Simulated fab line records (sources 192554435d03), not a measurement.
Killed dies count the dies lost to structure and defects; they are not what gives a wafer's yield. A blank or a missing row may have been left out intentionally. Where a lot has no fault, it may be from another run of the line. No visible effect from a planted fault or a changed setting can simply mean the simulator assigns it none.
Struck lot and sound lot, side by side -- flow n5-finfet -- 40 out of 1938 route steps
Sound: these wafers, L977.1, L977.4, L977.6. Struck: wafer L984.3 (left out: L984.2, L984.6 of the same lot, which were not struck); the cause appears at the end.
Per side, at each step with rows, come the tool, then ch with its chambers, and then its first start. Under that, the readings that differ: sound wafers -- struck wafers -- difference of the means -- sigmas: that difference in standard deviations of wafers without a fault.
alike: words and numbers the same on both sides, and readings whose means are apart by under 2 such deviations; not compared: readings that were withheld, readings missing a value for some wafer, numbers with overlapping values and no deviation given by the record, and bounds like >300 which may hide the same value.
A row with sigmas, a row that says differs or no value, or rows on one side alone: a step with any of these is where the two part. Numbers that have no deviation but don't overlap get no sigmas and don't part them. Lack of a reading on every wafer of one side parts them only where that side has two or more wafers.

first, 9 steps without rows for these wafers: N5_PMOS_HMC_CHANNEL_EPI_PRECLEAN_40 (cleans in DHF, time 30 s); N5_PMOS_HMC_CHANNEL_EPI_PRECLEAN_37 (cleans in O3/DIW, time 45 s); N5_PMOS_HMC_CHANNEL_EPI_PRECLEAN_24 (cleans in DHF, time 30 s); N5_PMOS_HMC_CHANNEL_EPI_SRD_25 (time 30 s); N5_PMOS_HMC_CHANNEL_EPI_EPI_26 (deposits Si from SiH4/H2, target thk 3.8 nm, time 22.7 s); N5_FIN_SAQP_PRECLEAN_42 (cleans in O3/DIW, time 60 s); N5_FIN_SAQP_PRECLEAN_00 (cleans in SC1, time 60 s); N5_FIN_SAQP_PRECLEAN_44 (cleans in SC2, time 45 s); N5_FIN_SAQP_SRD_01 (time 30 s).
N5_FIN_SAQP_ALD_61: deposits SiO2, target thk 4 nm, pulse time 1 s, purge time 2 s.
  sound on ald-sin-03 ch 0,3, day 3 02:42; struck on ald-sin-03 ch 1, day 4 20:53
  alike: heater-power-w, precursor-pulse-height-rel
then, 14 steps without rows for these wafers: N5_FIN_SAQP_DENSIFY_62 (time 60 s); N5_FIN_SAQP_HM_DEP_03 (deposits SiNx from SiH4/NH3/N2, target thk 38 nm, time 33.6 s); N5_FIN_SAQP_PECVD_47 (deposits a-Si from SiH4/He, target thk 45 nm, time 36.3 s); N5_FIN_SAQP_PECVD_48 (deposits SiNx from SiH4/NH3/N2, target thk 25 nm, time 22.1 s); N5_FIN_SAQP_PECVD_06 (deposits a-Si from SiH4/He, target thk 60 nm, time 48.1 s); N5_FIN_SAQP_HM_DEP_72 (deposits SiO2 from SiH4/N2O, target thk 12 nm, time 7.2 s); N5_FIN_SAQP_COAT_49 (time 60 s, resist thk 100 nm); N5_FIN_SAQP_COAT_50 (time 60 s, resist thk 35 nm); N5_FIN_SAQP_COAT_10 (resist thk 90 nm); N5_FIN_SAQP_EBR_12; N5_FIN_SAQP_SOFTBAKE_11 (time 60 s); N5_FIN_SAQP_EXPOSE_13 (exposes mask FIN CORE, target cd 35.6 nm); N5_FIN_SAQP_PEB_14 (peb time 60 s); N5_FIN_SAQP_DEVELOP_15 (develop time 30 s).
N5_FIN_SAQP_INSPECT_18: inspects for defects (brightfield).
  sound: defect-inspect-02 at day 3 03:58; struck: defect-inspect-02 at day 4 22:08
  alike: raw-defect-count
then, 10 steps without rows for these wafers: N5_FIN_SAQP_DESCUM_21 (chemistry O2, time 7.9 s); N5_FIN_SAQP_ETCH_51 (etches SiARC in CF4, target depth 45.5 nm, time 75.8 s); N5_FIN_SAQP_ETCH_52 (etches SOC in N2/H2, target depth 100 nm, overetch 20 nm, time 150 s); N5_FIN_SAQP_STRIP_53 (strips in N2/H2); N5_FIN_SAQP_HM_OPEN_73 (chemistry CHF3/O2, target SiO2, stops on a-Si, target depth 12 nm, time 16.8 s); N5_FIN_SAQP_STRIP_74 (strips in CHF3/O2); N5_FIN_SAQP_MANDREL_ETCH_22 (etches a-Si in HBr/Cl2, stops on SiNx, target depth 60 nm, bt time 10 s, time 30 s); N5_FIN_SAQP_STRIP_55 (strips in N2/H2); N5_FIN_SAQP_STRIP_23 (strips in SPM, time 750 s); N5_FIN_SAQP_SRD_66 (time 30 s).
N5_FIN_SAQP_INSPECT_40: inspects for defects (brightfield).
  sound: defect-inspect-01 at day 3 09:08; struck: defect-inspect-02 at day 5 04:51
reading,sound,struck,difference,sigmas
raw-defect-count,339 213 301,569,+285,+4
N5_FIN_CUT_INSPECT_10: inspects for defects (brightfield).
  sound: defect-inspect-01 at day 3 09:39; struck: defect-inspect-02 at day 5 05:22
reading,sound,struck,difference,sigmas
raw-defect-count,55 35 52,419,+372,+27
N5_FIN_CUT_INSPECT_17: inspects for defects (brightfield).
  sound: defect-inspect-01 at day 3 10:40; struck: defect-inspect-02 at day 5 06:22
reading,sound,struck,difference,sigmas
raw-defect-count,328 220 277,578,+303,+4
-- the record jumps here: 7 days lie between the struck wafers' starts before and after (it left off in module FIN_CUT and takes up again in module BEOL_M4, whose first step shown is number 1111 of the route) --
N5_BEOL_M4_RC_MEAS_101:
  sound on prober-02 ch 0, day 10 20:44; struck on prober-02 ch 0, day 12 07:17
  alike: DIBL_N, DIBL_P, IOFF_N, IOFF_P, ION_N, ION_P, SS_N, SS_P, VT_N, VT_P
-- here the record skips 5 days between the struck wafers' starts before and after, leaving off in module BEOL_M4 and picking up in module PASSIVATION (first step shown: number 1936 of the route) --
N5_PASSIVATION_PROBE_49:
  only the struck wafers here have rows in the record (prober-01, day 16 21:41); the sound ones have none

== WHERE THEY PART ==
Last at N5_PASSIVATION_PROBE_49 as far as this record goes, first at N5_FIN_SAQP_INSPECT_40.

WHY: what the simulator had put in
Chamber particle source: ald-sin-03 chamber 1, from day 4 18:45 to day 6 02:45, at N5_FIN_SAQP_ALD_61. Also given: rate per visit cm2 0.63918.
